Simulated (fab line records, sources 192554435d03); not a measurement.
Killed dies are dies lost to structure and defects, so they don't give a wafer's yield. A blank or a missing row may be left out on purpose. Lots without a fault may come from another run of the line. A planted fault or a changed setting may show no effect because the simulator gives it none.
Problem report in the 8D (eight disciplines) form, filled by code | flow n5_finfet | the parts of the form that need people (team, actions taken, sign-off) are left out

1. THE PROBLEM
SD_P_BLK_OVL at N5_SD_EPI_P_OVL_MEAS_10 reads a mean of 52.8 nm on 6 wafers of 2 lots; wafers without a fault read -0.3 nm with a standard deviation of 0.84. That is +63 standard deviations from the usual mean.
First seen on wafer L990.1, day 8 00:13, on overlay-01. The record holds 24 wafers of 8 lots with a number at this step. Rule for "out", or "out of limits": more than 4 standard deviations from the usual mean. The other wafers with a number count as sound.

2. WHAT IT IS AND WHAT IT IS NOT
question                    | is                     | is not
which readings at this step | SD_P_BLK_OVL           | -
which lots                  | L990, L991             | L972, L974, L983, L993, L994, L995
which wafers of those lots  | all that have a number | -
read on which gauges        | overlay-01, overlay-02 | -
when                        | from day 8 00:13       | up to then (9 sound wafers); but 9 sound wafers of L993, L994, L995 came after

3. SUSPECTS, AND WHAT RULES EACH OUT
Counting: a tool at a process step up to the reading stays a suspect if it ran every lot that is out and no sound lot after the first of them.
- the gauge at N5_SD_EPI_P_OVL_MEAS_10: ruled out. The wafers that are out were read on 2 gauges (overlay-01, overlay-02).
- arfi_scanner-02 at N5_SD_EPI_P_EXPOSE_06 (exposes mask SD P BLK, target cd 240 nm): kept. It ran every lot that is out, first L990 (day 8 00:04), and no sound lot after that; its last sound lot up to then is L974 (day 3 18:03).
Left after counting: arfi_scanner-02 at N5_SD_EPI_P_EXPOSE_06.

4. THE CAUSE (what the simulator had put in)
Scanner matching overlay: arfi_scanner-02, from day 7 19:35 on, at N5_SD_EPI_P_EXPOSE_06. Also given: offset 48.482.
Counting left only this tool.

5. THE CHAIN OF EFFECTS, in route order
Each row: a reading whose mean over the struck wafers that have a number lies more than 3 standard deviations from the usual. Only readings for which the record gives a usual standard deviation are gone through. hours: the time from each lot's start at the first step in this table that gives one to its start at this step, as a median over the lots. sigmas: the change in usual standard deviations.
hours | step                    | reading      | usual   | on struck wafers | change | sigmas
0     | N5_SD_EPI_P_OVL_MEAS_10 | SD_P_BLK_OVL | -0.3 nm | 52.8             | +53.1  | +63
Later measuring or inspecting steps at which every struck wafer that the step has a row for has a number for every such reading, and none has moved that far: N5_BEOL_M4_RC_MEAS_101.

6. WHAT WOULD HAVE CAUGHT IT SOONER
In this record the first reading out of limits at a measuring or inspecting step was taken at day 8 00:13, 5 hours after the fault began at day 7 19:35.
Of the tool readings at N5_SD_EPI_P_EXPOSE_06 for which the record gives a usual standard deviation, none was out on any struck wafer, so an alarm limit of 4 standard deviations on them would not have fired.
Of the lots that are out (2), L991 began N5_SD_EPI_P_EXPOSE_06 on arfi_scanner-02 after day 8 00:13. A hold on the tool at that time would have spared it.
